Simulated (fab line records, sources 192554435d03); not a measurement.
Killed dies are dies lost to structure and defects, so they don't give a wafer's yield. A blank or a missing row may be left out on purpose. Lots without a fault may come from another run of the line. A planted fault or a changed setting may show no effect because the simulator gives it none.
Chamber matching | flow n5_finfet | N5_BEOL_M1_DESCUM_16 on rie_diel-04: 4 sister chambers
The step chemistry O2, time 7 s. 8 wafers are shown with their chamber, then 12 later ones without.

WAFERS WITH THEIR CHAMBER
wafer  | chamber | throttle_valve_pct (%) | drypump_motor_current_A (A)
L082.5 | 1       | 20.5                   | 5.4
L083.3 | 2       | 20.2                   | 5.2
L083.5 | 1       | 20.5                   | 5.3
L088.2 | 3       | 21.1                   | 5.9
L088.3 | 2       | 20.2                   | 5.2
L090.2 | 3       | 21.2                   | 5.9
L090.3 | 0       | 20.1                   | 5.5
L090.6 | 0       | 20.1                   | 5.6

WAFERS WITHOUT THEIR CHAMBER
wafer  | throttle_valve_pct (%) | drypump_motor_current_A (A)
L091.2 | 20.5                   | 5.4
L091.3 | 20.1                   | 5.6
L091.6 | 20.5                   | 5.3
L092.2 | 21.1                   | 5.9
L092.3 | 20.1                   | 5.6
L092.4 | 20.2                   | 5.2
L095.1 | 20.1                   | 5.6
L095.3 | 21.1                   | 5.9
L095.4 | 20.5                   | 5.4
L097.2 | 20.1                   | 5.6
L097.4 | 20.2                   | 5.2
L097.5 | 21.2                   | 5.9

WHICH CHAMBER EACH WENT THROUGH
wafer  | from the rows above | in truth
L091.2 | 1                   | 1
L091.3 | 0                   | 0
L091.6 | 1                   | 1
L092.2 | 3                   | 3
L092.3 | 0                   | 0
L092.4 | 2                   | 2
L095.1 | 0                   | 0
L095.3 | 3                   | 3
L095.4 | 1                   | 1
L097.2 | 0                   | 0
L097.4 | 2                   | 2
L097.5 | 3                   | 3
Placed correctly: 12 of 12. Can't be placed from these rows: 0. Placed wrongly: 0.
How it was worked out, from the rows above alone: a wafer's distance from a chamber is the root of the sum, over the readings, of the square of ((its reading less the chamber's mean) divided by the reading's scatter). The wafer belongs to the nearest chamber; if the next one is less than 2 further off, it can't be placed. A chamber's mean is the mean of its shown wafers. The scatter: the root of (the sum of the squares of (reading less its chamber's mean) over the shown wafers, divided by (wafers less chambers)).
